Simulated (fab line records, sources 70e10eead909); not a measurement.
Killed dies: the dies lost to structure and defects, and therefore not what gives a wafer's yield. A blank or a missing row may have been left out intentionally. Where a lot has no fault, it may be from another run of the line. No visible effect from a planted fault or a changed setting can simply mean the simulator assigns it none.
fab line records	flow nand-harc
record: lots: 24	wafers: 72	last-day: 33
route steps=1302 shown A_CHANNEL_HOLE_D2@593 A_CHANNEL_FILL_D2@612 A_STAIRCASE@672
lots that met no fault: taken from a fault-free run of the same line
start-h: the number of hours between the record's first day and the start of the first shown wafer of the lot	wait-h: time in hours since the lot's previous step	" identical to the entry in the row above	L1.1+2: one row covering several wafers at once	- no value, or no start given	* or withheld: withheld	< > ~ a bound
route shown NAME@n: a module of which the file shows steps, and the number in the route of the first	usual: average and standard deviation across the fault-free wafers	same: alike in all rows	chamber/n: place in a boat	sites: per-site readings	_std_site: their standard deviation	_edge_site: inner sites' mean taken away from outer sites' mean	radius-mm: for every site, how far away it sits from the centre of the wafer	mask NAME#n: copy n	behind: the tool/chamber that last shaped the wafer	hold: cause of the lot's hold/its duration in hours/its outcome	device: the transistor (n, p or np) that didn't switch	end of line: tests run on the same wafers once the route is complete	a step with no rows: only its recipe	killed: dies lost to structure and defects at the first sort, not the wafer's yield	map: dies across one wafer; x = killed, . = not, _ = none there
set.NAME: the setting the step ran with; set.NAME@STEP: the setting that earlier step ran with	model.NAME: the simulator's own value behind a step, which no gauge read
route steps across a sampled set of lots; one table per step, one row per wafer
services: the hour from which a tool's chamber was out of use, counted from the record's first day as start-h (under 0 if before that day), plus the number of hours and why
== steps ==
step: NHARC_A_CHANNEL_HOLE_D2_ETCH_21
recipe: bias-v: 3000	source-w: withheld	pressure-mtorr: 20	time-s: 514.3	ar-flow-sccm: 375	c4f8-flow-sccm: 89.3	o2-flow-sccm: 35.7	temp-c: -20	target-depth-a: 16000	chemistry: C4F8/O2/Ar
usual: drypump-motor-current-A: 5.67/0.28	showerhead-plenum-p-Torr: 3.643/0.029	throttle-valve-pct: 32.154/0.0092
lot.wafer	tool	chamber	start-h	wait-h	drypump-motor-current-A	rf-hours-counter-h	showerhead-plenum-p-Torr	throttle-valve-pct
L074.2	har-etch-01	1	279.50	0.3	5.66	142	3.650	32.168
L074.1	"	0	"	"	5.60	142	3.705	32.157
L074.4	"	1	"	"	5.64	-	3.650	32.155
L075.2	har-etch-02	0	297.11	0.3	5.33	364	3.666	32.158
L075.5	"	1	"	"	6.03	-	3.690	32.144
L075.6	"	0	"	"	5.31	-	3.667	32.156
L076.2	har-etch-02	1	314.34	0.3	6.05	371	3.686	32.162
L076.1	"	0	"	"	5.33	371	3.662	32.141
L076.5	"	1	"	"	6.04	-	3.686	32.148
L077.2	har-etch-01	1	322.56	0.3	5.64	165	3.638	32.160
L077.3	"	0	"	"	5.63	-	3.693	32.169
L077.6	"	0	"	"	5.65	-	3.694	32.163
L078.1	har-etch-02	0	331.11	0.3	5.32	383	3.656	32.141
L078.3	"	1	"	"	6.06	-	3.680	32.157
L078.5	"	1	"	"	6.09	-	3.679	32.150
L079.2	har-etch-02	1	345.34	0.3	6.07	391	3.676	32.149
L079.6	"	1	"	"	6.08	-	3.676	32.140
L079.5	"	0	"	"	5.32	-	3.652	32.144
L080.1	har-etch-01	0	357.15	0.3	5.62	184	3.683	32.170
L080.3	"	1	"	"	5.65	-	3.628	32.162
L080.5	"	1	"	"	5.68	-	3.627	32.161
L081.3	har-etch-01	0	368.07	0.3	5.63	-	3.678	32.138
L081.4	"	1	"	"	5.64	-	3.624	32.166
L081.6	"	1	"	"	5.65	-	3.624	32.152
L082.1	har-etch-02	0	370.88	0.3	5.31	406	3.644	32.149
L082.4	"	0	"	"	5.32	-	3.643	32.148
L082.6	"	0	"	"	5.33	-	3.644	32.160
L083.2	har-etch-02	0	395.80	0.3	5.31	0	3.641	32.155
L083.4	"	0	"	"	5.32	-	3.642	32.162
L083.6	"	0	"	"	5.30	-	3.641	32.154
L085.1	har-etch-02	0	400.85	0.3	5.33	4	3.639	32.163
L085.2	"	1	"	"	6.06	4	3.663	32.168
L085.3	"	0	"	"	5.30	-	3.640	32.155
L084.2	har-etch-01	1	402.51	0.3	5.68	218	3.609	32.158
L084.3	"	0	"	"	5.66	-	3.665	32.169
L084.5	"	1	"	"	5.66	-	3.609	32.159
L086.3	har-etch-02	0	415.71	0.3	5.33	-	3.636	32.151
L086.6	"	1	"	"	6.07	-	3.659	32.136
L086.5	"	0	"	"	5.33	-	3.635	32.151
L088.4	har-etch-02	0	446.07	0.3	5.34	-	3.627	32.166
L088.5	"	0	"	"	5.32	-	3.627	32.140
L088.6	"	1	"	"	6.06	-	3.650	32.153
L087.1	har-etch-01	0	446.77	0.3	5.63	240	3.652	32.136
L087.2	"	1	"	"	5.65	240	3.597	32.147
L087.6	"	0	"	"	5.62	-	3.652	32.159
L089.1	har-etch-02	0	450.17	0.3	5.31	31	3.625	32.153
L089.3	"	1	"	"	6.06	-	3.649	32.160
L089.6	"	1	"	"	6.02	-	3.649	32.156
L090.1	har-etch-01	1	451.03	0.3	5.64	244	3.595	32.147
L090.3	"	1	"	"	5.65	-	3.596	32.143
L090.5	"	0	"	"	5.63	-	3.650	32.163
L091.3	har-etch-02	1	464.37	0.3	6.05	-	3.643	32.157
L091.4	"	0	"	"	5.32	-	3.619	32.150
L091.6	"	0	"	"	5.31	-	3.619	32.157
L092.1	har-etch-01	1	473.73	0.3	5.63	260	3.588	32.168
L092.2	"	0	"	"	5.62	260	3.642	32.148
L092.3	"	1	"	"	5.64	-	3.587	32.156
L093.1	har-etch-02	0	474.77	0.3	5.35	50	3.614	32.147
L093.2	"	1	"	"	6.06	50	3.638	32.157
L093.3	"	1	"	"	6.06	-	3.638	32.154
L094.1	har-etch-01	1	485.87	0.3	5.66	268	3.583	32.158
L094.2	"	0	"	"	5.65	268	3.637	32.163
L094.4	"	1	"	"	5.64	-	3.583	32.144
L095.2	har-etch-02	0	494.36	0.3	5.32	62	3.609	32.134
L095.3	"	1	"	"	6.06	-	3.632	32.158
L095.6	"	0	"	"	5.31	-	3.608	32.139
L096.2	har-etch-02	1	515.88	0.3	6.10	65	3.630	32.144
L096.1	"	0	"	"	5.32	65	3.607	32.156
L096.6	"	0	"	"	5.32	-	3.607	32.150
L097.2	har-etch-01	1	516.18	0.3	5.64	279	3.577	32.131
L097.3	"	0	"	"	5.64	-	3.631	32.134
L097.6	"	1	"	"	5.66	-	3.577	32.155
step: NHARC_A_CHANNEL_FILL_D2_ALD_02
recipe: target-thk-a: 60	pulse-time-s: 10	ald-cycles: 60	temp-c: 300	material: SiO2
usual: heater-power-w: 457/38	precursor-pulse-height-rel: 1.002/0.02
lot.wafer	tool	chamber	start-h	wait-h	heater-power-w	precursor-pulse-height-rel
L074.2	ald-hk-02	2	285.12	-	464	0.990
L074.1	"	0	"	"	460	1.024
L074.4	"	1	"	"	526	0.992
L075.2	ald-hk-02	0	302.73	-	448	0.994
L075.6	"	1	"	"	537	1.029
L075.5	"	2	"	"	468	0.982
L076.2	ald-hk-04	0	319.81	-	485	0.998
L076.1	"	1	"	"	502	0.989
L076.5	"	0	"	"	496	1.023
L077.2	ald-hk-01	2	327.95	-	443	1.027
L077.3	"	0	"	"	377	0.973
L077.6	"	2	"	"	442	1.011
L078.3	ald-hk-01	3	337.99	-	468	0.977
L078.1	"	0	"	"	374	1.014
L078.5	"	3	"	"	478	0.980
L079.2	ald-hk-04	1	350.88	-	489	0.987
L079.5	"	0	"	"	496	1.014
L079.6	"	1	"	"	514	0.970
L080.1	ald-hk-01	1	362.78	-	441	0.997
L080.3	"	2	"	"	446	1.025
L080.5	"	3	"	"	478	1.020
L081.3	ald-hk-02	1	373.53	-	526	0.981
L081.4	"	2	"	"	451	1.002
L081.6	"	0	"	"	456	0.967
L082.1	ald-hk-01	3	376.95	-	479	0.998
L082.4	"	2	"	"	454	1.028
L082.6	"	0	"	"	383	1.046
L083.2	ald-hk-01	1	401.80	-	439	1.016
L083.4	"	2	"	"	453	1.000
L083.6	"	3	"	"	481	1.010
L085.3	ald-hk-01	0	406.32	-	390	1.009
L085.2	"	1	"	"	439	0.979
L085.1	"	2	"	"	452	0.966
L084.2	ald-hk-01	2	408.11	0.3	451	0.989
L084.3	"	3	"	"	472	1.003
L084.5	"	1	"	"	455	1.020
L086.3	ald-hk-02	1	421.33	-	509	0.975
L086.6	"	2	"	"	475	1.003
L086.5	"	3	"	"	424	1.000
L088.4	ald-hk-02	3	451.40	-	418	0.982
L088.6	"	3	"	"	415	0.988
L088.5	"	0	"	"	454	0.997
L087.2	ald-hk-04	0	452.29	-	495	1.009
L087.1	"	3	"	"	444	1.009
L087.6	"	1	"	"	496	1.000
L089.1	ald-hk-02	2	455.60	-	472	1.016
L089.3	"	3	"	"	423	1.017
L089.6	"	2	"	"	480	0.996
L090.3	ald-hk-04	3	456.56	-	442	0.984
L090.1	"	0	"	"	496	0.977
L090.5	"	3	"	"	441	0.978
L091.4	ald-hk-01	1	469.70	-	454	1.020
L091.3	"	3	"	"	480	1.037
L091.6	"	2	"	"	435	1.036
L092.2	ald-hk-04	1	479.23	-	495	0.993
L092.1	"	3	"	"	438	0.992
L092.3	"	0	"	"	498	1.009
L093.2	ald-hk-04	0	480.23	-	501	1.004
L093.3	"	2	"	"	506	1.016
L093.1	"	3	"	"	437	1.019
L094.2	ald-hk-02	0	491.59	-	448	1.002
L094.4	"	1	"	"	506	1.000
L094.1	"	2	"	"	459	1.003
L095.2	ald-hk-02	2	499.83	-	473	1.030
L095.3	"	1	"	"	525	0.976
L095.6	"	3	"	"	424	0.972
L096.2	ald-hk-01	1	521.37	-	458	1.017
L096.1	"	0	"	"	369	0.990
L096.6	"	2	"	"	451	0.984
L097.3	ald-hk-01	0	522.49	-	386	1.009
L097.2	"	1	"	"	451	1.012
L097.6	"	2	"	"	456	0.976
step: NHARC_A_STAIRCASE_TRIM_16
recipe: time-s: 211.2	o2-flow-sccm: 500	ar-flow-sccm: 0	bias-w: 0	chemistry: O2
usual: drypump-motor-current-A: 5.8/0.32	oes-product-au: 1.004/0.011	rf-vpp-V: 57.8/0.99	showerhead-plenum-p-Torr: 3.52/0.18	throttle-valve-pct: 17.037/0.0099
lot.wafer	tool	chamber	start-h	wait-h	drypump-motor-current-A	oes-product-au	rf-hours-counter-h	rf-vpp-V	showerhead-plenum-p-Torr	throttle-valve-pct
L074.4	rie-diel-12	3	-	-	5.8	1.012	27	56.7	3.29	17.038
L074.2	"	0	"	"	5.9	0.996	26	58.6	3.79	17.027
L074.1	"	2	"	"	6.2	1.014	32	56.9	3.40	17.044
L075.2	rie-diel-12	3	-	-	5.8	1.009	34	57.0	3.28	17.038
L075.5	"	2	"	"	6.2	1.012	-	57.8	3.39	17.031
L075.6	"	3	"	"	5.8	1.009	-	56.8	3.28	17.034
L076.2	rie-diel-12	3	-	-	5.8	1.005	39	56.9	3.28	17.034
L076.1	"	0	"	"	5.9	0.993	38	60.0	3.79	17.038
L076.5	"	2	"	"	6.2	0.994	-	57.1	3.39	17.046
L077.3	rie-diel-01	1	-	-	6.4	1.010	54	58.0	3.35	17.028
L077.2	"	2	"	"	5.7	0.996	42	55.3	3.29	17.039
L077.6	"	1	"	"	6.4	1.011	-	56.8	3.35	17.037
L078.1	rie-diel-01	0	-	-	5.4	0.996	0	58.0	3.56	17.033
L078.3	"	3	"	"	5.8	1.010	0	57.1	3.78	17.044
L078.5	"	1	"	"	6.4	1.012	-	56.5	3.35	17.030
L079.2	rie-diel-06	0	-	-	5.6	1.003	31	56.8	3.40	17.031
L079.6	"	0	"	"	5.6	1.003	-	57.1	3.40	17.031
L079.5	"	1	"	"	5.7	0.990	-	56.9	3.53	17.051
L080.1	rie-diel-01	3	-	-	5.8	1.023	11	58.2	3.78	17.044
L080.3	"	0	"	"	5.4	0.998	12	58.6	3.56	17.030
L080.5	"	3	"	"	5.8	1.022	-	59.8	3.77	17.049
L081.3	rie-diel-06	1	-	-	5.7	1.006	28	56.3	3.52	17.025
L081.4	"	2	"	"	5.0	1.013	36	60.0	3.75	17.056
L081.6	"	3	"	"	5.9	1.014	-	56.7	3.41	17.030
L082.4	rie-diel-01	0	-	-	5.4	0.995	14	55.9	3.55	17.042
L082.1	"	1	"	"	6.4	1.003	12	57.4	3.34	17.043
L082.6	"	3	"	"	5.8	1.016	-	57.5	3.77	17.013
L083.4	rie-diel-01	1	-	-	6.4	1.007	22	57.7	3.33	17.019
L083.2	"	2	"	"	5.7	1.005	18	57.3	3.28	17.042
L083.6	"	1	"	"	6.4	1.010	-	57.6	3.33	17.046
L085.2	rie-diel-12	0	-	-	5.9	0.997	1	59.1	3.77	17.047
L085.3	"	2	"	"	6.2	1.013	0	58.1	3.38	17.038
L085.1	"	3	"	"	5.8	1.023	1	57.9	3.81	17.021
L084.2	rie-diel-06	2	-	-	5.0	1.008	45	59.3	3.75	17.039
L084.3	"	1	"	"	5.7	1.005	38	57.6	3.52	17.047
L084.5	"	2	"	"	5.0	1.003	-	59.4	3.75	17.047
L086.3	rie-diel-06	0	-	-	5.6	1.011	59	56.6	3.39	17.033
L086.6	"	3	"	"	5.9	0.997	-	56.9	3.40	17.047
L086.5	"	0	"	"	5.6	1.017	-	57.1	3.39	17.055
L087.1	rie-diel-01	2	-	-	5.7	1.015	37	58.4	3.27	17.058
L087.2	"	0	"	"	5.4	1.006	40	58.8	3.54	17.038
L087.6	"	2	"	"	5.7	1.006	-	56.4	3.27	17.041
L088.4	rie-diel-12	0	-	-	5.9	0.990	16	58.8	3.77	17.039
L088.6	"	2	"	"	6.2	1.017	-	57.4	3.37	17.023
L088.5	"	3	"	"	5.8	1.010	-	57.1	3.80	17.045
L090.1	rie-diel-06	1	-	-	5.7	0.989	7	57.7	3.51	17.041
L090.3	"	0	"	"	5.6	1.013	7	57.8	3.38	17.036
L090.5	"	1	"	"	5.7	0.986	-	58.6	3.51	17.046
L089.3	rie-diel-12	0	-	-	5.9	0.990	19	58.3	3.76	17.025
L089.1	"	1	"	"	5.8	0.989	18	58.1	3.63	17.035
L089.6	"	2	"	"	6.2	1.018	-	56.2	3.37	17.043
L091.3	rie-diel-01	3	-	-	5.8	1.023	43	57.9	3.76	17.030
L091.4	"	3	"	"	5.8	1.023	-	58.2	3.76	17.039
L091.6	"	2	"	"	5.7	1.006	-	57.0	3.27	17.023
L093.1	rie-diel-12	0	-	-	5.9	0.996	26	59.3	3.76	17.036
L093.3	"	1	"	"	5.8	0.985	26	56.9	3.62	17.016
L093.2	"	2	"	"	6.3	1.013	29	57.6	3.36	17.036
L092.1	rie-diel-12	1	-	-	5.8	0.991	27	60.3	3.62	17.038
L092.3	"	2	"	"	6.2	1.018	29	57.5	3.36	17.055
L092.2	"	0	"	"	5.9	0.990	27	59.2	3.76	17.040
L094.2	rie-diel-12	0	-	-	5.9	0.993	31	57.5	3.76	17.038
L094.4	"	1	"	"	5.8	0.985	31	57.6	3.62	17.036
L094.1	"	3	"	"	5.8	1.018	28	56.9	3.79	17.018
L095.2	rie-diel-01	0	-	-	5.5	0.990	49	58.3	3.53	17.052
L095.3	"	3	"	"	5.8	1.016	58	58.1	3.75	17.036
L095.6	"	1	"	"	6.4	1.007	-	59.2	3.32	17.040
L097.3	rie-diel-12	2	-	-	6.2	1.015	41	56.9	3.36	17.020
L097.2	"	3	"	"	5.8	1.017	35	58.4	3.79	17.055
L097.6	"	1	"	"	5.8	0.978	-	59.0	3.62	17.039
L096.2	rie-diel-06	0	-	-	5.6	1.018	30	58.1	3.37	17.007
L096.1	"	2	"	"	5.0	1.006	29	57.9	3.73	17.034
L096.6	"	0	"	"	5.6	1.013	-	57.6	3.37	17.038
step: NHARC_A_STAIRCASE_ETCH_19
recipe: target-depth-a: 1000	time-s: 40.5	ion-energy-ev: 400	c4f8-flow-sccm: 20	o2-flow-sccm: 10	ar-flow-sccm: withheld	rf-w: 600	bias-w: 1000	chemistry: C4F8/O2
usual: oes-product-au: 0.947/0.013	rf-vpp-V: 896/6.7
lot.wafer	tool	chamber	start-h	wait-h	oes-product-au	rf-hours-counter-h	rf-vpp-V
L074.4	rie-diel-12	1	-	-	0.929	31	900
L074.1	"	3	"	"	0.965	27	887
L074.2	"	0	"	"	0.953	26	905
L075.2	rie-diel-12	3	-	-	0.953	34	888
L075.5	"	1	"	"	0.931	-	901
L075.6	"	2	"	"	0.951	-	892
L076.2	rie-diel-12	1	-	-	0.938	46	900
L076.1	"	3	"	"	0.961	39	889
L076.5	"	1	"	"	0.942	-	899
L077.2	rie-diel-01	2	-	-	0.944	42	887
L077.3	"	0	"	"	0.940	46	896
L077.6	"	2	"	"	0.953	-	888
L078.1	rie-diel-01	3	-	-	0.960	0	906
L078.3	"	0	"	"	0.940	0	898
L078.5	"	2	"	"	0.959	-	886
L079.2	rie-diel-06	0	-	-	0.934	31	892
L079.5	"	1	"	"	0.935	-	897
L079.6	"	2	"	"	0.941	-	905
L080.1	rie-diel-01	1	-	-	0.954	10	889
L080.3	"	3	"	"	0.948	11	905
L080.5	"	1	"	"	0.962	-	889
L081.4	rie-diel-06	2	-	-	0.958	36	904
L081.3	"	0	"	"	0.948	40	892
L081.6	"	2	"	"	0.963	-	904
L082.1	rie-diel-01	3	-	-	0.959	14	905
L082.4	"	2	"	"	0.951	11	887
L082.6	"	0	"	"	0.951	-	896
L083.2	rie-diel-01	1	-	-	0.952	22	889
L083.4	"	3	"	"	0.959	21	905
L083.6	"	0	"	"	0.936	-	898
L085.2	rie-diel-12	3	-	-	0.966	1	906
L085.1	"	1	"	"	0.934	1	900
L085.3	"	2	"	"	0.954	1	890
L084.3	rie-diel-06	3	-	-	0.959	45	890
L084.2	"	0	"	"	0.953	53	891
L084.5	"	3	"	"	0.956	-	891
L086.3	rie-diel-06	2	-	-	0.969	49	903
L086.6	"	1	"	"	0.955	-	896
L086.5	"	2	"	"	0.959	-	904
L087.2	rie-diel-01	3	-	-	0.956	38	904
L087.1	"	0	"	"	0.949	41	896
L087.6	"	0	"	"	0.951	-	896
L088.4	rie-diel-12	0	-	-	0.941	16	904
L088.5	"	3	"	"	0.950	-	906
L088.6	"	0	"	"	0.944	-	905
L090.1	rie-diel-06	2	-	-	0.933	7	901
L090.3	"	0	"	"	0.940	7	892
L090.5	"	1	"	"	0.925	-	895
L089.3	rie-diel-12	3	-	-	0.955	18	905
L089.1	"	0	"	"	0.937	19	905
L089.6	"	0	"	"	0.937	-	905
L091.3	rie-diel-01	3	-	-	0.964	43	905
L091.6	"	3	"	"	0.954	-	904
L091.4	"	2	"	"	0.954	-	887
L093.1	rie-diel-12	2	-	-	0.943	30	889
L093.3	"	0	"	"	0.921	27	903
L093.2	"	1	"	"	0.921	27	899
L092.3	rie-diel-12	1	-	-	0.918	27	901
L092.2	"	2	"	"	0.941	30	890
L092.1	"	0	"	"	0.927	27	906
L094.1	rie-diel-12	1	-	-	0.932	33	899
L094.4	"	2	"	"	0.941	35	890
L094.2	"	3	"	"	0.962	29	905
L095.2	rie-diel-01	3	-	-	0.960	58	904
L095.3	"	1	"	"	0.945	57	887
L095.6	"	3	"	"	0.963	-	902
L097.2	rie-diel-12	3	-	-	0.961	35	906
L097.3	"	0	"	"	0.935	39	905
L097.6	"	1	"	"	0.936	-	900
L096.1	rie-diel-06	2	-	-	0.965	29	902
L096.2	"	3	"	"	0.943	20	891
L096.6	"	0	"	"	0.965	-	889
step: NHARC_A_STAIRCASE_ETCH_25
recipe: target-depth-a: 1000	time-s: 40.5	ion-energy-ev: 400	c4f8-flow-sccm: 20	o2-flow-sccm: 10	ar-flow-sccm: withheld	rf-w: 600	bias-w: 1000	chemistry: C4F8/O2
usual: oes-product-au: 0.947/0.013	rf-vpp-V: 895/6.6
lot.wafer	tool	chamber	start-h	wait-h	oes-product-au	rf-hours-counter-h	rf-vpp-V
L074.2	rie-diel-12	2	-	-	0.956	32	890
L074.1	"	3	"	"	0.951	28	886
L074.4	"	0	"	"	0.928	26	906
L075.2	rie-diel-12	1	-	-	0.939	40	900
L075.5	"	0	"	"	0.938	-	905
L075.6	"	1	"	"	0.941	-	902
L076.2	rie-diel-12	0	-	-	0.925	38	905
L076.1	"	1	"	"	0.914	46	900
L076.5	"	2	"	"	0.933	-	892
L077.2	rie-diel-01	2	-	-	0.944	42	889
L077.3	"	0	"	"	0.929	46	898
L077.6	"	0	"	"	0.936	-	897
L078.1	rie-diel-06	0	-	-	0.948	29	895
L078.3	"	2	"	"	0.957	26	903
L078.5	"	3	"	"	0.955	-	892
L079.2	rie-diel-01	3	-	-	0.965	5	907
L079.6	"	1	"	"	0.948	-	891
L079.5	"	2	"	"	0.956	-	887
L080.3	rie-diel-06	0	-	-	0.957	38	890
L080.1	"	2	"	"	0.938	35	904
L080.5	"	1	"	"	0.937	-	894
L081.4	rie-diel-06	1	-	-	0.945	28	895
L081.3	"	3	"	"	0.957	34	891
L081.6	"	1	"	"	0.937	-	896
L082.4	rie-diel-01	0	-	-	0.949	14	898
L082.1	"	3	"	"	0.966	14	905
L082.6	"	0	"	"	0.949	-	896
L083.2	rie-diel-01	3	-	-	0.957	21	904
L083.4	"	2	"	"	0.954	19	887
L083.6	"	0	"	"	0.928	-	896
L085.1	rie-diel-06	1	-	-	0.949	39	896
L085.3	"	2	"	"	0.958	45	904
L085.2	"	3	"	"	0.961	45	891
L084.2	rie-diel-12	3	-	-	0.952	1	905
L084.3	"	0	"	"	0.935	1	904
L084.5	"	3	"	"	0.967	-	905
L086.3	rie-diel-06	1	-	-	0.963	44	896
L086.5	"	0	"	"	0.947	-	890
L086.6	"	1	"	"	0.961	-	894
L087.2	rie-diel-01	2	-	-	0.949	38	886
L087.1	"	3	"	"	0.955	38	905
L087.6	"	1	"	"	0.950	-	888
L088.4	rie-diel-12	0	-	-	0.935	16	905
L088.5	"	0	"	"	0.929	-	905
L088.6	"	1	"	"	0.927	-	899
L090.3	rie-diel-01	0	-	-	0.959	42	895
L090.1	"	1	"	"	0.959	42	888
L090.5	"	3	"	"	0.973	-	905
L089.1	rie-diel-06	0	-	-	0.965	8	889
L089.3	"	1	"	"	0.944	8	895
L089.6	"	0	"	"	0.961	-	891
L091.3	rie-diel-01	2	-	-	0.944	43	887
L091.4	"	3	"	"	0.955	-	902
L091.6	"	1	"	"	0.949	-	889
L093.1	rie-diel-06	1	-	-	0.920	17	896
L093.2	"	2	"	"	0.948	16	904
L093.3	"	3	"	"	0.940	9	891
L092.1	rie-diel-06	3	-	-	0.930	9	891
L092.2	"	0	"	"	0.951	17	891
L092.3	"	1	"	"	0.930	17	896
L094.1	rie-diel-01	1	-	-	0.957	55	888
L094.2	"	2	"	"	0.961	54	885
L094.4	"	3	"	"	0.963	57	904
L095.2	rie-diel-12	0	-	-	0.934	34	905
L095.3	"	1	"	"	0.952	34	899
L095.6	"	3	"	"	0.976	-	907
L097.2	rie-diel-12	0	-	-	0.932	39	903
L097.3	"	1	"	"	0.932	40	899
L097.6	"	3	"	"	0.957	-	906
L096.2	rie-diel-06	0	-	-	0.956	30	890
L096.1	"	1	"	"	0.933	30	896
L096.6	"	3	"	"	0.933	-	892
step: NHARC_A_STAIRCASE_ETCH_234
recipe: target-depth-a: 1000	time-s: 40.5	ion-energy-ev: 400	c4f8-flow-sccm: 20	o2-flow-sccm: 10	ar-flow-sccm: withheld	rf-w: 600	bias-w: 1000	chemistry: C4F8/O2
usual: oes-product-au: 0.947/0.014	rf-vpp-V: 897/6.7
lot.wafer	tool	chamber	start-h	wait-h	oes-product-au	rf-hours-counter-h	rf-vpp-V
L074.1	rie-diel-01	1	-	-	0.945	43	889
L074.4	"	2	"	"	0.952	31	888
L074.2	"	3	"	"	0.945	38	904
L075.2	rie-diel-01	2	-	-	0.978	35	887
L075.5	"	2	"	"	0.961	-	887
L075.6	"	3	"	"	0.944	-	907
L076.1	rie-diel-06	3	-	-	0.957	22	891
L076.2	"	0	"	"	0.940	26	891
L076.5	"	3	"	"	0.950	-	892
L077.2	rie-diel-12	1	-	-	0.911	50	899
L077.3	"	2	"	"	0.946	51	892
L077.6	"	0	"	"	0.927	-	904
L078.1	rie-diel-12	1	-	-	0.927	53	901
L078.3	"	3	"	"	0.958	46	887
L078.5	"	1	"	"	0.935	-	900
L079.2	rie-diel-12	0	-	-	0.934	50	904
L079.5	"	0	"	"	0.934	-	904
L079.6	"	1	"	"	0.937	-	902
L080.1	rie-diel-12	0	-	-	0.943	55	904
L080.3	"	1	"	"	0.938	62	899
L080.5	"	0	"	"	0.945	-	903
L081.3	rie-diel-01	1	-	-	0.947	15	889
L081.4	"	3	"	"	0.967	16	904
L081.6	"	1	"	"	0.948	-	889
L082.1	rie-diel-12	1	-	-	0.950	65	901
L082.4	"	2	"	"	0.949	68	890
L082.6	"	2	"	"	0.947	-	891
L083.4	rie-diel-12	2	-	-	0.958	2	890
L083.2	"	0	"	"	0.917	3	904
L083.6	"	3	"	"	0.949	-	905
L085.2	rie-diel-06	2	-	-	0.963	48	904
L085.3	"	3	"	"	0.944	48	891
L085.1	"	1	"	"	0.947	42	895
L084.3	rie-diel-06	2	-	-	0.967	48	904
L084.2	"	1	"	"	0.961	42	895
L084.5	"	3	"	"	0.951	-	892
L086.3	rie-diel-06	3	-	-	0.970	52	891
L086.5	"	1	"	"	0.960	-	897
L086.6	"	2	"	"	0.964	-	903
L087.2	rie-diel-06	0	-	-	0.946	9	892
L087.1	"	1	"	"	0.922	9	896
L087.6	"	1	"	"	0.926	-	897
L088.4	rie-diel-12	3	-	-	0.971	20	906
L088.6	"	1	"	"	0.927	-	899
L088.5	"	2	"	"	0.958	-	890
L090.1	rie-diel-01	3	-	-	0.962	42	904
L090.3	"	1	"	"	0.955	43	889
L090.5	"	1	"	"	0.955	-	889
L089.1	rie-diel-12	2	-	-	0.954	23	889
L089.3	"	0	"	"	0.950	22	904
L089.6	"	1	"	"	0.949	-	899
L091.4	rie-diel-06	2	-	-	0.955	17	904
L091.3	"	3	"	"	0.943	10	890
L091.6	"	2	"	"	0.959	-	904
L093.1	rie-diel-12	0	-	-	0.955	31	905
L093.2	"	1	"	"	0.944	31	898
L093.3	"	2	"	"	0.940	33	889
L092.2	rie-diel-06	2	-	-	0.926	20	904
L092.1	"	0	"	"	0.964	21	889
L092.3	"	1	"	"	0.941	21	893
L094.4	rie-diel-12	0	-	-	0.933	35	904
L094.2	"	1	"	"	0.927	35	899
L094.1	"	2	"	"	0.952	37	888
L095.3	rie-diel-12	2	-	-	0.948	38	891
L095.2	"	0	"	"	0.927	36	904
L095.6	"	2	"	"	0.943	-	890
L097.2	rie-diel-01	3	-	-	0.932	8	903
L097.3	"	0	"	"	0.926	6	895
L097.6	"	3	"	"	0.932	-	903
L096.2	rie-diel-01	0	-	-	0.936	7	896
L096.1	"	2	"	"	0.950	9	906
L096.6	"	1	"	"	0.965	-	888
== services ==
tool	chamber	start-h	hours	kind
rie-diel-12	-	268.49	9.0	pm
rie-diel-06	1	277.30	2.3	repair
rie-diel-06	1	283.67	51.5	repair
rie-diel-01	2	288.57	21.9	repair
ald-hk-01	-	296.00	10.0	pm
rie-diel-01	0	306.25	14.8	repair
rie-diel-06	-	307.20	9.0	pm
rie-diel-06	1	354.02	13.4	repair
rie-diel-06	3	365.97	9.2	repair
rie-diel-01	3	377.64	4.2	repair
har-etch-02	-	378.38	17.0	pm
rie-diel-01	-	381.57	9.0	pm
rie-diel-01	0	401.71	7.1	repair
rie-diel-06	-	441.74	0.7	repair
rie-diel-12	-	445.49	9.0	pm
rie-diel-01	-	451.33	0.6	repair
rie-diel-12	1	466.41	5.9	repair
ald-hk-01	-	474.00	10.0	pm
rie-diel-06	-	484.22	9.0	pm
rie-diel-06	3	496.22	11.6	repair
rie-diel-01	0	510.51	23.1	repair
rie-diel-01	1	511.08	4.7	repair
rie-diel-06	3	554.15	5.6	repair
rie-diel-01	-	558.68	9.0	pm
== key ==
fault none
